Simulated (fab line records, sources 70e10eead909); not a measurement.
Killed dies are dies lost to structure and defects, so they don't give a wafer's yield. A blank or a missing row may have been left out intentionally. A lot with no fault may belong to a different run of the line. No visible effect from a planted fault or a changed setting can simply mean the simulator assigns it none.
Which tool is to blame? -- flow nand-harc -- Sampling: 13 lots, 39 wafers, 6 of 1302 route steps

## WHAT THE GAUGES READ, wafer by wafer
NHARC_A_M0_THK_MEAS_24: measures by xrf.
lot,measured,on,thk-nm (nm)
L391,day 23 12:10,film-metro-01,112.6 113.6 113.9
L393,day 23 15:31,film-metro-01,113.4 113.4 111.1
L392,day 23 16:51,film-metro-01,112.8 112.9 112.5
L395,day 25 15:02,film-metro-02,112.4 115.5 115.2
L398,day 26 19:41,film-metro-01,118.2 116.8 114.2
L402,day 27 20:55,film-metro-02,116.9 111.1 114.3
L404,day 28 16:31,film-metro-02,117.1 116.8 115.2
L403,day 28 20:16,film-metro-01,112.4 115.5 114.0
L409,day 30 01:02,film-metro-02,113.1 112.7 112.4
L407,day 30 02:44,film-metro-02,112.3 115.4 112.6
L408,day 30 08:42,film-metro-01,114.8 114.8 113.7
L410,day 31 05:24,film-metro-02,115.8 114.4 114.5
L411,day 31 19:14,film-metro-02,113.8 114.3 115.6

NHARC_A_M0_INSPECT_27.
lot,measured,on,raw-defect-count
L391,day 23 12:20,defect-inspect-01,484 403 340
L393,day 23 15:40,defect-inspect-02,500 569 479
L392,day 23 17:01,defect-inspect-02,405 561 391
L395,day 25 15:11,defect-inspect-02,453 592 483
L398,day 26 19:50,defect-inspect-02,500 587 599
L402,day 27 21:04,defect-inspect-01,429 535 663
L404,day 28 16:41,defect-inspect-02,523 591 615
L403,day 28 20:26,defect-inspect-01,532 554 352
L409,day 30 01:12,defect-inspect-02,573 606 611
L407,day 30 02:53,defect-inspect-02,522 699 615
L408,day 30 08:51,defect-inspect-01,520 384 346
L410,day 31 05:33,defect-inspect-02,713 763 553
L411,day 31 19:25,defect-inspect-02,461 442 514

NHARC_A_M1_CD_MEAS_09: target cd 120 nm.
lot,measured,on,cd-nm (nm)
L391,day 23 14:28,cd-sem-02,120.5 120.1 120.3
L393,day 23 16:56,cd-sem-03,119.7 119.3 119.9
L392,day 23 18:16,cd-sem-01,122.3 122.4 122.9
L395,day 25 16:35,cd-sem-01,122.5 121.5 121.4
L398,day 26 21:14,cd-sem-03,121.1 121.1 121.1
L402,day 27 22:27,cd-sem-03,120.0 119.7 119.7
L404,day 28 18:03,cd-sem-02,119.5 120.1 120.1
L403,day 28 21:52,cd-sem-01,120.1 120.3 120.1
L409,day 30 02:35,cd-sem-01,120.2 120.6 120.7
L407,day 30 04:16,cd-sem-02,119.6 119.1 119.6
L408,day 30 10:16,cd-sem-01,120.2 119.9 120.5
L410,day 31 07:00,cd-sem-02,120.0 119.6 119.4
L411,day 31 20:41,cd-sem-02,121.2 121.0 120.3

NHARC_END_SORT_01.
lot,measured,on,defect-limited-yield (%),killed-at-array,killed-at-other,killed-at-periphery,killed-dies,killed-open,killed-short
L391,day 25 21:15,prober-02,92 93 93,50 44 44,1 2 0,5 4 4,56 50 48,1 3 1,3 2 1
L393,day 25 12:44,prober-01,87 83 83,79 108 108,0 1 4,7 6 6,86 115 118,3 3 5,1 4 2
L392,day 25 20:32,prober-01,93 96 97,36 22 18,0 0 0,10 4 4,46 26 22,5 3 4,4 2 2
L395,day 28 17:22,prober-01,94 92 91,40 49 50,0 1 1,3 4 7,43 54 58,3 0 7,1 3 3
L398,day 28 09:37,prober-02,95 93 94,30 39 36,1 1 1,6 6 7,37 46 44,3 5 6,3 2 2
L402,day 29 10:28,prober-02,94 93 92,39 44 50,1 1 1,1 3 1,41 48 52,3 4 1,1 1 4
L404,day 30 08:31,prober-02,86 86 89,84 86 69,0 0 0,8 6 3,92 92 72,4 3 6,4 5 3
L403,day 30 10:09,prober-01,95 95 96,27 31 23,1 0 2,6 5 4,34 36 29,4 3 9,2 1 0
L409,day 31 14:07,prober-01,85 87 86,98 84 90,1 3 0,4 0 2,103 87 92,2 2 2,7 7 4
L407,day 31 13:16,prober-02,92 92 90,46 51 61,0 0 0,5 4 6,51 55 67,6 4 6,2 3 5
L408,day 31 22:39,prober-02,93 94 93,44 43 42,1 1 3,2 0 2,47 44 47,5 3 2,1 1 2
L410,day 32 22:49,prober-01,89 88 87,75 76 83,1 0 2,0 2 3,76 78 88,1 5 3,1 0 2
L411,day 33 08:40,prober-02,93 93 94,40 41 35,0 0 0,8 7 9,48 48 44,4 1 2,2 2 0

## TOOL THAT RAN EACH LOT (tool first, then ch and the chambers of the sampled wafers, then the start)
lot,NHARC_A_M0_DEP_32,NHARC_A_M1_EXPOSE_06
L391,"pecvd-04 ch 0,1, day 23 12:50","arfi-scanner-02 ch 0, day 23 14:19"
L393,"pecvd-02 ch 0,1,2, day 23 15:52","arfi-scanner-02 ch 0, day 23 16:48"
L392,"pecvd-02 ch 0,2, day 23 17:12","arfi-scanner-02 ch 0, day 23 18:08"
L395,"pecvd-04 ch 0,1,2, day 25 15:20","arfi-scanner-02 ch 0, day 25 16:26"
L398,"pecvd-01 ch 0,1,2, day 26 20:04","arfi-scanner-02 ch 0, day 26 21:05"
L402,"pecvd-02 ch 0,1, day 27 21:13","arfi-scanner-03 ch 0, day 27 22:19"
L404,"pecvd-02 ch 0,1,2, day 28 16:49","arfi-scanner-01 ch 0, day 28 17:55"
L403,"pecvd-04 ch 0,1, day 28 20:35","arfi-scanner-03 ch 0, day 28 21:44"
L409,"pecvd-01 ch 0,1, day 30 01:23","arfi-scanner-01 ch 0, day 30 02:26"
L407,"pecvd-01 ch 0,1, day 30 03:02","arfi-scanner-03 ch 0, day 30 04:07"
L408,"pecvd-02 ch 0,1, day 30 09:02","arfi-scanner-01 ch 0, day 30 10:07"
L410,"pecvd-01 ch 0,1,2, day 31 05:56","arfi-scanner-01 ch 0, day 31 06:52"
L411,"pecvd-01 ch 1,2, day 31 19:37","arfi-scanner-01 ch 0, day 31 20:34"
- NHARC_A_M0_DEP_32: deposits SiCN, target thk 30 nm.
- NHARC_A_M1_EXPOSE_06: exposes mask A M1, target cd 120 nm.

## WHAT THE TOOLS THEMSELVES READ (means of the sampled wafers that have a number; where no wafer has one, the mark that the record gives instead)
NHARC_A_M0_DEP_32.
lot,tool,heater-power-w (W)
L391,pecvd-04,637
L393,pecvd-02,586
L392,pecvd-02,568
L395,pecvd-04,632
L398,pecvd-01,605
L402,pecvd-02,616
L404,pecvd-02,599
L403,pecvd-04,590
L409,pecvd-01,547
L407,pecvd-01,519
L408,pecvd-02,543
L410,pecvd-01,584
L411,pecvd-01,611

NHARC_A_M1_EXPOSE_06.
lot,tool,exposure-dose-mJ-cm2
L391,arfi-scanner-02,75.08
L393,arfi-scanner-02,75.07
L392,arfi-scanner-02,77.98
L395,arfi-scanner-02,77.41
L398,arfi-scanner-02,76.95
L402,arfi-scanner-03,74.86
L404,arfi-scanner-01,74.96
L403,arfi-scanner-03,74.88
L409,arfi-scanner-01,75.01
L407,arfi-scanner-03,74.77
L408,arfi-scanner-01,74.99
L410,arfi-scanner-01,75.12
L411,arfi-scanner-01,75.10

## THE ANSWER, worked out from the rows above alone
Rule: the lots themselves supply what counts as usual. The widest of any qualifying gaps counts: lots, ordered by their means at a reading, are off when they make up no more than a third of the lots, leave a main group of 4 or more, and stand apart from it by 3 or more times the standard deviation of that group's means. If all means in a main group match to the digits the tables above print for the reading, that group is not used. Also off: a lot with no number at a reading for which 4 or more lots have one. The other lots that the step has rows for count as sound. First the gauges in route order, then the tools' own readings, where a lot's mean is used as printed above. At the first step where some lot is off, the reading lying furthest off is the one used; lots without a number count as furthest.
Off at NHARC_A_M1_EXPOSE_06 (exposure-dose-mJ-cm2): L392, L395, L398. The main group has a mean of 74.98 with a standard deviation of 0.11.
A tool fits if, at that step or a process step before it, it ran every lot that is off, and no sound lot after the first of them. One fits: arfi-scanner-02 at NHARC_A_M1_EXPOSE_06. A fault onset in the window from L393 (day 23 16:48, its last sound lot) to L392 (day 23 18:08, its first lot off) fits.
The tool's own readings at NHARC_A_M1_EXPOSE_06 bear it out: on the lots that are off they differ by more than 5 times the standard deviation of the sound lots' means. exposure-dose-mJ-cm2 reads 77.45 there against 74.98 on the sound lots.

## WHAT THE SIMULATOR PUT IN
Process parameter drift: arfi-scanner-02, from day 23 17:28 on, at NHARC_A_M1_EXPOSE_06. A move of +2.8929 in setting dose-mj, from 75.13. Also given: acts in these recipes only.
Shown lots that were struck: L392, L395, L398. Same finding as the rule above.
